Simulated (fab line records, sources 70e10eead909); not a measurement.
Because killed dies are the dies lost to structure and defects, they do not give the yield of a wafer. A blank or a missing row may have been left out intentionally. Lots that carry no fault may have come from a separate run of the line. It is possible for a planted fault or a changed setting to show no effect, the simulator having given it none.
Which tool is to blame? -- flow nand-harc -- Sampling: 6 lots, 18 wafers, 4 of 1159 route steps

== WHAT THE GAUGES SHOWED, per wafer ==
NHARC_P_M2_CD_MEAS_09: target cd 170 nm.
lot,measured,on,cd-nm (nm)
L292,day 6 18:41,cd-sem-01,169.9 170.6 169.7
L297,day 7 11:32,cd-sem-03,170.6 170.4 170.4
L299,day 8 07:14,cd-sem-03,173.4 178.7 171.8
L307,day 10 10:20,cd-sem-01,170.8 169.6 169.7
L310,day 10 23:15,cd-sem-01,169.8 169.2 169.1
L313,day 11 15:34,cd-sem-01,169.7 169.4 169.5

== WHAT TOOL EACH LOT RAN ON (gives the tool, then ch and the chambers of the sampled wafers, and finally the start) ==
lot,NHARC_P_M1_DEGAS_29,NHARC_P_M1_CMP_23,NHARC_P_M2_EXPOSE_06
L292,"pvd-sputter-01, day 6 15:50","cmp-01 ch 1,2,3, day 6 17:00","arfi-scanner-03 ch 0, day 6 18:33"
L297,"pvd-sputter-03, day 7 08:17","cmp-03 ch 1,2, day 7 09:43","arfi-scanner-01 ch 0, day 7 11:24"
L299,"pvd-sputter-03, day 8 04:19","cmp-03 ch 0,1, day 8 05:26","arfi-scanner-02 ch 0, day 8 07:06"
L307,"pvd-sputter-01, day 10 07:04","cmp-03 ch 1,2, day 10 08:10","arfi-scanner-03 ch 0, day 10 10:12"
L310,"pvd-sputter-01, day 10 20:18","cmp-03 ch 0,1,2, day 10 21:23","arfi-scanner-01 ch 0, day 10 23:07"
L313,"pvd-sputter-01, day 11 12:38","cmp-03 ch 1,2, day 11 13:43","arfi-scanner-03 ch 0, day 11 15:25"
- NHARC_P_M1_DEGAS_29: time 60 s.
- NHARC_P_M1_CMP_23: polishes, t overpolish 20 s, target thk 157.82 nm.
- NHARC_P_M2_EXPOSE_06: exposes mask P M2, target cd 170 nm.

== THE ANSWER, worked out from the rows above alone ==
Rule: the lots themselves supply what counts as usual. The widest of any qualifying gaps counts: lots, ordered by their means at a reading, are off when they make up no more than a third of the lots, leave a main group of 4 or more, and stand apart from it by 3 or more times the standard deviation of that group's means. The tables above print the reading to a certain number of digits; a main group whose means all agree to those digits is not used. A lot without any number at a reading at which 4 lots or more have one is off too. The other lots that the step has rows for count as sound.
Off: L299 (NHARC_P_M2_CD_MEAS_09, cd-nm). For the main group the mean is 169.9 nm and the standard deviation 0.4.
If a tool, at a process step before that reading, ran all the lots that are off and no sound lot after the first of them, it fits. Gauges at NHARC_P_M2_CD_MEAS_09: tried the same way as those tools. Can't be told from this: 3 tools fit, pvd-sputter-03 at NHARC_P_M1_DEGAS_29, arfi-scanner-02 at NHARC_P_M2_EXPOSE_06, cd-sem-03 at NHARC_P_M2_CD_MEAS_09.

== WHAT THE SIMULATOR HAD INSERTED ==
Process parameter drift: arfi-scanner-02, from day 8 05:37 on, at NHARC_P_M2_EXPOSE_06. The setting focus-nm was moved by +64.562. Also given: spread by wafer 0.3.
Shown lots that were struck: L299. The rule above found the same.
